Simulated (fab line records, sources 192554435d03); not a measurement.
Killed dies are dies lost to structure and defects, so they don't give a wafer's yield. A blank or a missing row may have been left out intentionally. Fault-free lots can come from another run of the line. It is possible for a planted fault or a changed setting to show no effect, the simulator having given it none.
Which tool is to blame? + flow n5 finfet + 30 wafers from 10 lots sampled at 5 of the route's 1938 steps

WHAT EACH GAUGE READ, for each wafer
N5_BEOL_M4_RC_MEAS_101.
| lot  | measured     | on        | DIBL_N (mV/V)  |
|------|--------------|-----------|----------------|
| L994 | day 8 10:10  | prober-02 | 36.3 35.5 37.9 |
| L997 | day 9 07:38  | prober-02 | 36.7 35.1 35.3 |
| L998 | day 9 09:32  | prober-01 | 37.5 39.5 38.3 |
| L106 | day 11 11:57 | prober-01 | 36.6 36.8 36.1 |
| L108 | day 11 15:38 | prober-01 | 36.5 38.0 36.4 |
| L107 | day 11 23:32 | prober-02 | 35.6 37.0 36.3 |
| L109 | day 12 04:47 | prober-02 | 35.6 36.8 36.5 |
| L110 | day 12 07:06 | prober-01 | 37.3 37.6 36.7 |
| L111 | day 12 17:07 | prober-02 | 37.5 35.4 35.9 |
| L115 | day 13 18:34 | prober-02 | 36.6 37.6 36.7 |

WHICH TOOL RAN EACH LOT (tool, then ch and the chambers of the sampled wafers, then the start)
| lot  | N5_BEOL_M3_SPUTTER_79        | N5_BEOL_M3_SPUTTER_90        | N5_BEOL_M3_SPUTTER_96        | N5_BEOL_M3_ANNEAL_51             |
|------|------------------------------|------------------------------|------------------------------|----------------------------------|
| L994 | pvd sputter-02, day 7 19:52  | pvd sputter-02, day 7 20:44  | pvd sputter-02, day 7 21:24  | rtp anneal-01 ch 0, day 7 21:38  |
| L997 | pvd sputter-01, day 8 17:59  | pvd sputter-01, day 8 18:52  | pvd sputter-01, day 8 19:32  | rtp anneal-01 ch 0, day 8 19:44  |
| L998 | pvd sputter-01, day 8 21:14  | pvd sputter-01, day 8 22:07  | pvd sputter-01, day 8 22:47  | rtp anneal-01 ch 0, day 8 22:59  |
| L106 | pvd sputter-02, day 11 00:22 | pvd sputter-02, day 11 01:15 | pvd sputter-02, day 11 01:55 | rtp anneal-02 ch 0, day 11 02:09 |
| L108 | pvd sputter-01, day 11 04:03 | pvd sputter-01, day 11 04:56 | pvd sputter-01, day 11 05:35 | rtp anneal-01 ch 0, day 11 05:47 |
| L107 | pvd sputter-01, day 11 10:45 | pvd sputter-01, day 11 11:38 | pvd sputter-01, day 11 12:17 | rtp anneal-02 ch 0, day 11 12:32 |
| L109 | pvd sputter-02, day 11 12:52 | pvd sputter-02, day 11 13:45 | pvd sputter-02, day 11 14:25 | rtp anneal-01 ch 0, day 11 14:44 |
| L110 | pvd sputter-02, day 11 16:10 | pvd sputter-02, day 11 17:03 | pvd sputter-02, day 11 17:43 | rtp anneal-01 ch 0, day 11 17:54 |
| L111 | pvd sputter-02, day 12 02:37 | pvd sputter-02, day 12 03:30 | pvd sputter-02, day 12 04:10 | rtp anneal-01 ch 0, day 12 04:22 |
| L115 | pvd sputter-03, day 13 03:29 | pvd sputter-03, day 13 04:22 | pvd sputter-03, day 13 05:02 | rtp anneal-01 ch 0, day 13 05:14 |
- N5_BEOL_M3_SPUTTER_79: material Cu, target thk 4.5 nm, time 8.29 s.
- N5_BEOL_M3_SPUTTER_90: material Cu, target thk 4.5 nm, time 8.29 s.
- N5_BEOL_M3_SPUTTER_96: material Cu, target thk 4.5 nm, time 8.29 s.
- N5_BEOL_M3_ANNEAL_51: time 90 s.

THE ANSWER, worked out from the rows above alone
Rule: the usual values come from the lots themselves. Put in order of their means at a reading, lots are off if they are a third of the lots or fewer, leave a main group of 4 or more, and stand apart from it by a gap of 3 or more times the standard deviation of the main group's means; of several such gaps the widest counts. The tables above print the reading to a certain number of digits; a main group whose means all agree to those digits is not used. Also off: a lot with no number at a reading for which 4 or more lots have one. The other lots that the step has rows for count as sound.
Nothing can be told from this: no lot is off at any reading shown.

WHAT THE SIMULATOR PUT IN
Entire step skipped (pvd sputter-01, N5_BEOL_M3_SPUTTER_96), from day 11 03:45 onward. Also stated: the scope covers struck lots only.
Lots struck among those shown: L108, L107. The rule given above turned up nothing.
